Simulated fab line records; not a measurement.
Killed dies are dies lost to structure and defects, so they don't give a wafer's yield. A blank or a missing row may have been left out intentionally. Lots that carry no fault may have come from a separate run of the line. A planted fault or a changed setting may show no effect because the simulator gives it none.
Which of the tools did it?	flow nandHarc	24 lots with 72 wafers sampled at 6 steps, on a route of 1159 steps

## WHAT EACH GAUGE READ, for each wafer
Not one reading of a measure or inspect step in the record can be checked against a usual standard deviation.

## TOOL THAT RAN EACH LOT (tool first, then ch and the chambers of the sampled wafers, then the start)
lot	NHARC_A_STAIRCASE_ETCH_313	NHARC_A_STAIRCASE_DESCUM_443	NHARC_A_STAIRCASE_STRIP_446	NHARC_A_STAIRCASE_CMP_152	NHARC_A_STAIRCASE_CMP_472	NHARC_A_SGD_CUT_DEP_00
L074	rieDiel-02 ch 0,1,3, day 11 12:24	rieDiel-02 ch 0,3, day 13 06:16	plasmaAsher-02 ch 0,1, day 13 08:46	cmp-03 ch 0,1,3, day 13 09:35	cmp-03 ch 1,2, day 13 10:55	pecvd-01 ch 0,1,2, day 13 11:41
L076	rieDiel-03 ch 0,3, day 12 01:35	rieDiel-03 ch 0,2,3, day 13 22:25	plasmaAsher-02 ch 0,1, day 14 00:46	cmp-01 ch 0,2,3, day 14 01:38	cmp-02 ch 0,1, day 14 03:02	pecvd-04 ch 0,1,2, day 14 03:29
L075	rieDiel-07 ch 1,3, day 12 01:53	rieDiel-02 ch 0,1,3, day 13 22:35	plasmaAsher-02 ch 0,1, day 14 01:06	cmp-01 ch 0,3, day 14 01:56	cmp-03 ch 2,3, day 14 03:23	pecvd-01 ch 0,1, day 14 03:48
L077	rieDiel-02 ch 1,2, day 12 02:50	rieDiel-07 ch 0,2,3, day 13 22:16	plasmaAsher-01 ch 0,1, day 14 01:20	cmp-02 ch 0,2, day 14 02:13	cmp-02 ch 1,2,3, day 14 03:48	pecvd-04 ch 0,1, day 14 04:13
L080	rieDiel-02 ch 0,1,3, day 12 09:37	rieDiel-07 ch 1,2, day 14 03:10	plasmaAsher-02 ch 0,1, day 14 05:30	cmp-03 ch 1,2, day 14 06:23	cmp-01 ch 0,1,2, day 14 08:02	pecvd-01 ch 0,1,2, day 14 08:25
L079	rieDiel-07 ch 0,1,3, day 12 09:54	rieDiel-03 ch 1,2,3, day 14 03:26	plasmaAsher-01 ch 0,1, day 14 05:53	cmp-01 ch 1,2,3, day 14 06:53	cmp-02 ch 0,1,2, day 14 08:21	pecvd-04 ch 0,1,2, day 14 08:46
L078	rieDiel-03 ch 0,1,2, day 12 19:49	rieDiel-03 ch 0,1,3, day 14 14:58	plasmaAsher-02 ch 0,1, day 14 17:39	cmp-03 ch 1,2,3, day 14 18:30	cmp-03 ch 0,2,3, day 14 19:58	pecvd-04 ch 0,2, day 14 20:22
L081	rieDiel-02 ch 0,1,3, day 13 11:47	rieDiel-02 ch 0,1,3, day 15 06:44	plasmaAsher-01 ch 0,1, day 15 09:07	cmp-03 ch 0,2,3, day 15 09:57	cmp-02 ch 0,1,2, day 15 11:23	pecvd-01 ch 0,1,2, day 15 11:50
L083	rieDiel-03 ch 1,3, day 14 00:19	rieDiel-02 ch 1,2,3, day 15 23:58	plasmaAsher-01 ch 0,1, day 16 03:02	cmp-02 ch 0,2, day 16 03:55	cmp-02 ch 0,1,2, day 16 05:34	pecvd-01 ch 0,1,2, day 16 05:57
L082	rieDiel-03 ch 0,1,2, day 14 00:45	rieDiel-03 ch 1,2,3, day 16 00:02	plasmaAsher-01 ch 0,1, day 16 03:19	cmp-03 ch 1,2, day 16 04:13	cmp-01 ch 0,2,3, day 16 05:49	pecvd-01 ch 0,2, day 16 06:13
L084	rieDiel-02 ch 0,1,3, day 14 07:10	rieDiel-07 ch 2,3, day 16 03:55	plasmaAsher-01 ch 0,1, day 16 07:50	cmp-01 ch 1,2, day 16 08:37	cmp-02 ch 0,1,2, day 16 10:02	pecvd-02 ch 0,1, day 16 10:23
L085	rieDiel-07 ch 1,2,3, day 14 18:32	rieDiel-07 ch 0,1,3, day 16 13:44	plasmaAsher-01 ch 0,1, day 16 16:38	cmp-03 ch 2,3, day 16 17:30	cmp-02 ch 0,2,3, day 16 19:01	pecvd-02 ch 0,1,2, day 16 19:28
L086	rieDiel-07 ch 0,1,2, day 15 00:07	rieDiel-03 ch 0,1,2, day 16 13:46	plasmaAsher-01 ch 0,1, day 16 16:18	cmp-03 ch 0,2,3, day 16 17:11	cmp-03 ch 0,1,2, day 16 18:35	pecvd-02 ch 0,1,2, day 16 19:04
L087	rieDiel-07 ch 0,1,2, day 15 03:17	rieDiel-02 ch 1,2, day 16 13:34	plasmaAsher-02 ch 1, day 16 16:05	cmp-03 ch 0,1,3, day 16 16:56	cmp-02 ch 1,3, day 16 18:23	pecvd-02 ch 0,1,2, day 16 18:53
L088	rieDiel-07 ch 0,2, day 15 05:24	rieDiel-07 ch 0,1, day 16 13:49	plasmaAsher-02 ch 0,1, day 16 18:32	cmp-03 ch 2,3, day 16 19:26	cmp-01 ch 2,3, day 16 21:10	pecvd-02 ch 0,1,2, day 16 21:34
L090	rieDiel-02 ch 0,3, day 15 16:17	rieDiel-02 ch 1,2,3, day 17 11:52	plasmaAsher-02 ch 0,1, day 17 14:41	cmp-01 ch 0,1,3, day 17 15:36	cmp-01 ch 1,2, day 17 16:58	pecvd-04 ch 1,2, day 17 17:24
L089	rieDiel-02 ch 2,3, day 15 18:08	rieDiel-07 ch 1,2, day 17 11:55	plasmaAsher-02 ch 1, day 17 14:25	cmp-03 ch 1,2, day 17 15:18	cmp-02 ch 1,2,3, day 17 16:40	pecvd-01 ch 0,1, day 17 17:05
L092	rieDiel-02 ch 0,2,3, day 16 03:53	rieDiel-02 ch 1,3, day 18 01:06	plasmaAsher-01 ch 1, day 18 03:26	cmp-02 ch 1,2, day 18 04:18	cmp-02 ch 0,2,3, day 18 05:44	pecvd-02 ch 0,2, day 18 06:07
L091	rieDiel-02 ch 2,3, day 16 07:53	rieDiel-03 ch 2,3, day 18 01:07	plasmaAsher-01 ch 0,1, day 18 03:51	cmp-03 ch 1,2,3, day 18 04:37	cmp-01 ch 0,3, day 18 06:02	pecvd-01 ch 0,1,2, day 18 06:30
L094	rieDiel-03 ch 0,1,3, day 16 22:11	rieDiel-02 ch 0,2,3, day 18 20:55	plasmaAsher-01 ch 0,1, day 18 23:19	cmp-03 ch 0,1,3, day 19 00:09	cmp-02 ch 0,1,2, day 19 01:42	pecvd-01 ch 0,2, day 19 02:07
L095	rieDiel-02 ch 1,2,3, day 16 22:21	rieDiel-03 ch 0,2,3, day 18 21:05	plasmaAsher-01 ch 0,1, day 18 23:32	cmp-01 ch 1,2,3, day 19 00:25	cmp-01 ch 0,2,3, day 19 02:01	pecvd-02 ch 1,2, day 19 02:26
L093	rieDiel-02 ch 0,1,2, day 17 10:52	rieDiel-02 ch 0,1,3, day 19 10:17	plasmaAsher-02 ch 0,1, day 19 12:39	cmp-02 ch 1,2,3, day 19 13:31	cmp-03 ch 0,1,3, day 19 14:58	pecvd-02 ch 0,2, day 19 15:23
L096	rieDiel-07 ch 0,3, day 17 13:46	rieDiel-03 ch 0,1, day 19 10:20	plasmaAsher-01 ch 0,1, day 19 12:53	cmp-03 ch 0,1,2, day 19 13:48	cmp-01 ch 0,1,2, day 19 15:17	pecvd-02 ch 0,2, day 19 15:37
L097	rieDiel-02 ch 0,1,3, day 17 17:21	rieDiel-07 ch 0,2,3, day 19 10:38	plasmaAsher-01 ch 0, day 19 13:29	cmp-01 ch 1,3, day 19 14:22	cmp-02 ch 2,3, day 19 15:49	pecvd-02 ch 0,2, day 19 16:13
- NHARC_A_STAIRCASE_ETCH_313: etches the open film in CF4/CHF3.
- NHARC_A_STAIRCASE_DESCUM_443: chemistry O2, time 3 s.
- NHARC_A_STAIRCASE_STRIP_446: strips in O2.
- NHARC_A_STAIRCASE_CMP_152: polishes.
- NHARC_A_STAIRCASE_CMP_472: polishes SiO2.
- NHARC_A_SGD_CUT_DEP_00: deposits SiNx, target thk 50 nm.

## WHAT THE TOOLS THEMSELVES READ (means of the sampled wafers that have a number; where no wafer has one, the mark that the record gives instead)
NHARC_A_STAIRCASE_ETCH_313. Usual: for chf3FlowSccm, 30.00 sccm with a standard deviation of 0.096; for drypumpMotorCurrentA, 5.6 A with a standard deviation of 0.36; for mfcArSccm, 0.009 sccm with a standard deviation of 0.014; for oesProductAu, 0.936 a.u. with a standard deviation of 0.021; for rfVppV, 369.6 V with a standard deviation of 2.6; for showerheadPlenumPTorr, 1.54 Torr with a standard deviation of 0.073; for throttleValvePct, 16.802 % with a standard deviation of 0.0096.
lot	tool	chf3FlowSccm (sccm)	drypumpMotorCurrentA (A)	mfcArSccm (sccm)	oesProductAu (a.u.)	rfVppV (V)	showerheadPlenumPTorr (Torr)	throttleValvePct (%)	flag
L074	rieDiel-02	30.02	5.4	0.001	0.922	368.1	1.51	16.806	
L076	rieDiel-03	29.95	5.7	0.000	0.964	371.8	1.61	16.798	
L075	rieDiel-07	29.92	5.6	0.036	0.915	369.2	1.52	16.800	
L077	rieDiel-02	29.93	5.4	0.005	0.930	366.9	1.48	16.799	
L080	rieDiel-02	29.95	5.4	0.001	0.965	369.1	1.51	16.803	
L079	rieDiel-07	29.97	5.9	0.025	0.970	370.8	1.60	16.806	
L078	rieDiel-03	29.99	5.7	0.009	0.927	372.8	1.63	16.805	
L081	rieDiel-02	29.89	5.4	0.001	0.957	368.1	1.51	16.804	
L083	rieDiel-03	29.95	5.9	0.017	0.922	373.3	1.66	16.798	
L082	rieDiel-03	29.96	5.7	0.009	0.921	372.4	1.63	16.803	
L084	rieDiel-02	30.01	5.4	0.001	0.923	367.9	1.50	16.803	
L085	rieDiel-07	30.12	5.8	0.025	0.968	369.4	1.53	16.793	
L086	rieDiel-07	29.96	6.0	0.011	0.928	369.9	1.55	16.798	
L087	rieDiel-07	29.97	6.0	0.011	0.922	369.8	1.55	16.792	
L088	rieDiel-07	30.05	6.2	0.000	0.926	372.6	1.62	16.806	
L090	rieDiel-02	30.05	5.6	0.001	0.977	368.8	1.52	16.791	
L089	rieDiel-02	30.03	5.1	0.006	0.920	368.1	1.49	16.797	
L092	rieDiel-02	29.94	5.4	0.005	0.926	368.2	1.50	16.796	
L091	rieDiel-02	30.10	5.1	0.006	0.917	367.1	1.49	16.810	
L094	rieDiel-03	30.00	5.8	0.009	0.917	372.8	1.62	16.803	
L095	rieDiel-02	30.07	5.2	0.005	0.913	366.8	1.48	16.804	
L093	rieDiel-02	29.97	5.6	0.005	0.958	367.0	1.49	16.805	
L096	rieDiel-07	29.99	5.9	0.029	0.930	373.0	1.63	16.804	
L097	rieDiel-02	29.97	5.4	0.001	0.949	368.5	1.50	16.797	

NHARC_A_STAIRCASE_DESCUM_443. Usual: drypumpMotorCurrentA 5.7 A, standard deviation 0.35; mfcArSccm 0.009 sccm, standard deviation 0.015; oesProductAu 0.999 a.u., standard deviation 0.008; rfVppV 57.6 V, standard deviation 0.87; showerheadPlenumPTorr 1.89 Torr, standard deviation 0.093; throttleValvePct 11.312 %, standard deviation 0.0088.
lot	tool	drypumpMotorCurrentA (A)	mfcArSccm (sccm)	oesProductAu (a.u.)	rfVppV (V)	showerheadPlenumPTorr (Torr)	throttleValvePct (%)	flag
L074	rieDiel-02	5.6	0.001	1.005	57.6	1.85	11.302	
L076	rieDiel-03	5.8	0.000	1.000	58.3	1.95	11.308	
L075	rieDiel-02	5.4	0.001	1.003	57.2	1.82	11.313	
L077	rieDiel-07	6.0	0.015	0.993	57.3	1.95	11.315	
L080	rieDiel-07	5.8	0.011	0.995	57.3	1.80	11.312	
L079	rieDiel-03	5.8	0.009	0.999	57.5	1.98	11.308	
L078	rieDiel-03	5.8	0.009	0.993	58.3	1.98	11.316	
L081	rieDiel-02	5.4	0.001	1.005	58.0	1.82	11.305	
L083	rieDiel-02	5.3	0.005	0.994	57.3	1.80	11.306	
L082	rieDiel-03	5.8	0.009	0.993	57.9	1.98	11.310	
L084	rieDiel-07	5.9	0.015	1.000	57.6	1.86	11.314	
L085	rieDiel-07	5.9	0.025	0.989	57.9	1.93	11.314	
L086	rieDiel-03	5.7	0.009	0.998	58.2	1.97	11.309	
L087	rieDiel-02	5.4	0.009	0.996	57.1	1.79	11.310	
L088	rieDiel-07	6.1	0.011	1.003	57.5	1.97	11.307	
L090	rieDiel-02	5.3	0.005	1.002	56.5	1.79	11.307	
L089	rieDiel-07	5.7	0.021	0.990	57.3	1.79	11.313	
L092	rieDiel-02	5.3	0.001	1.003	57.5	1.79	11.316	
L091	rieDiel-03	5.9	0.000	1.007	57.6	1.94	11.315	
L094	rieDiel-02	5.5	0.005	1.000	56.3	1.81	11.305	
L095	rieDiel-03	5.8	0.000	1.011	57.5	1.94	11.315	
L093	rieDiel-02	5.4	0.001	1.002	57.1	1.81	11.312	
L096	rieDiel-03	5.6	0.009	1.002	58.3	1.96	11.305	
L097	rieDiel-07	6.0	0.015	0.991	57.7	1.93	11.318	

NHARC_A_STAIRCASE_STRIP_446. Usual: drypumpMotorCurrentA 6.0 A, standard deviation 0.32; heaterPowerW 304 W, standard deviation 19.
lot	tool	drypumpMotorCurrentA (A)	heaterPowerW (W)	flag
L074	plasmaAsher-02	6.2	298	
L076	plasmaAsher-02	6.2	302	
L075	plasmaAsher-02	6.1	299	
L077	plasmaAsher-01	5.8	311	
L080	plasmaAsher-02	6.2	297	
L079	plasmaAsher-01	5.8	312	
L078	plasmaAsher-02	6.1	298	
L081	plasmaAsher-01	5.8	314	
L083	plasmaAsher-01	5.8	315	
L082	plasmaAsher-01	5.8	318	
L084	plasmaAsher-01	5.8	312	
L085	plasmaAsher-01	6.1	298	
L086	plasmaAsher-01	5.8	320	
L087	plasmaAsher-02	6.4	304	
L088	plasmaAsher-02	6.1	306	
L090	plasmaAsher-02	6.2	297	
L089	plasmaAsher-02	6.4	301	
L092	plasmaAsher-01	5.6	336	
L091	plasmaAsher-01	5.8	320	
L094	plasmaAsher-01	5.8	313	
L095	plasmaAsher-01	6.0	296	
L093	plasmaAsher-02	6.2	305	
L096	plasmaAsher-01	6.0	299	
L097	plasmaAsher-01	6.2	285	

NHARC_A_STAIRCASE_CMP_152. Usual: motorCurrentA 12.1 A, standard deviation 1.5; retainingRingPressureFrac 1.000, standard deviation 0.0056.
lot	tool	motorCurrentA (A)	retainingRingPressureFrac	flag
L074	cmp-03	12.8	0.997	
L076	cmp-01	11.8	1.002	
L075	cmp-01	11.6	1.001	
L077	cmp-02	10.8	1.006	
L080	cmp-03	11.5	1.002	
L079	cmp-01	11.5	0.998	
L078	cmp-03	11.6	1.004	
L081	cmp-03	13.3	0.997	
L083	cmp-02	10.8	0.999	
L082	cmp-03	12.1	0.997	
L084	cmp-01	11.4	0.997	
L085	cmp-03	12.4	1.005	
L086	cmp-03	13.0	1.004	
L087	cmp-03	12.5	0.997	
L088	cmp-03	12.3	1.005	
L090	cmp-01	11.7	1.000	
L089	cmp-03	11.9	1.001	
L092	cmp-02	12.2	1.003	
L091	cmp-03	11.7	1.002	
L094	cmp-03	12.6	0.999	
L095	cmp-01	11.3	1.001	
L093	cmp-02	12.0	0.997	
L096	cmp-03	12.8	0.997	
L097	cmp-01	11.2	1.002	

NHARC_A_STAIRCASE_CMP_472. Usual: motorCurrentA 11.8 A, standard deviation 1.5; retainingRingPressureFrac 1.000, standard deviation 0.0055.
lot	tool	motorCurrentA (A)	retainingRingPressureFrac	flag
L074	cmp-03	11.4	0.999	
L076	cmp-02	12.6	1.005	
L075	cmp-03	12.1	1.000	
L077	cmp-02	11.8	1.002	
L080	cmp-01	12.4	0.999	
L079	cmp-02	11.3	1.000	
L078	cmp-03	12.7	1.000	
L081	cmp-02	11.8	0.998	
L083	cmp-02	11.7	1.005	
L082	cmp-01	12.0	0.998	
L084	cmp-02	11.6	0.996	
L085	cmp-02	10.5	1.002	
L086	cmp-03	12.4	1.000	
L087	cmp-02	12.7	1.003	
L088	cmp-01	11.5	1.000	
L090	cmp-01	11.8	0.997	
L089	cmp-02	11.9	0.995	
L092	cmp-02	10.7	1.000	
L091	cmp-01	12.5	1.002	
L094	cmp-02	11.6	0.995	
L095	cmp-01	11.7	0.998	
L093	cmp-03	12.6	1.004	
L096	cmp-01	12.3	1.000	
L097	cmp-02	10.9	1.005	

NHARC_A_SGD_CUT_DEP_00. Usual: heaterPowerW at 670 W, with a standard deviation of 98.
lot	tool	heaterPowerW (W)	flag
L074	pecvd-01	666	
L076	pecvd-04	726	
L075	pecvd-01	767	
L077	pecvd-04	734	
L080	pecvd-01	651	
L079	pecvd-04	718	
L078	pecvd-04	755	
L081	pecvd-01	651	
L083	pecvd-01	653	
L082	pecvd-01	747	
L084	pecvd-02	549	
L085	pecvd-02	638	
L086	pecvd-02	663	
L087	pecvd-02	669	
L088	pecvd-02	653	
L090	pecvd-04	785	
L089	pecvd-01	760	
L092	pecvd-02	644	
L091	pecvd-01	689	
L094	pecvd-01	639	
L095	pecvd-02	615	
L093	pecvd-02	709	
L096	pecvd-02	625	
L097	pecvd-02	652	

## THE ANSWER, worked out from the rows above alone
Rule: a lot counts as off when the mean over its wafers that have a number is more than 3 standard deviations away from the usual mean. A lot without any number at a reading at which 4 lots or more have one is off too. All remaining lots with rows at the step are treated as sound. After the gauges, taken in route order, come the tools' own readings; for these a lot's mean is taken, as printed above. The first step at which some lot is off is used, and at that step the reading that is off furthest; a lot without a number counts as furthest.
Nothing can be told from this: no lot is off at any reading shown.

## WHAT WAS PUT IN BY THE SIMULATOR
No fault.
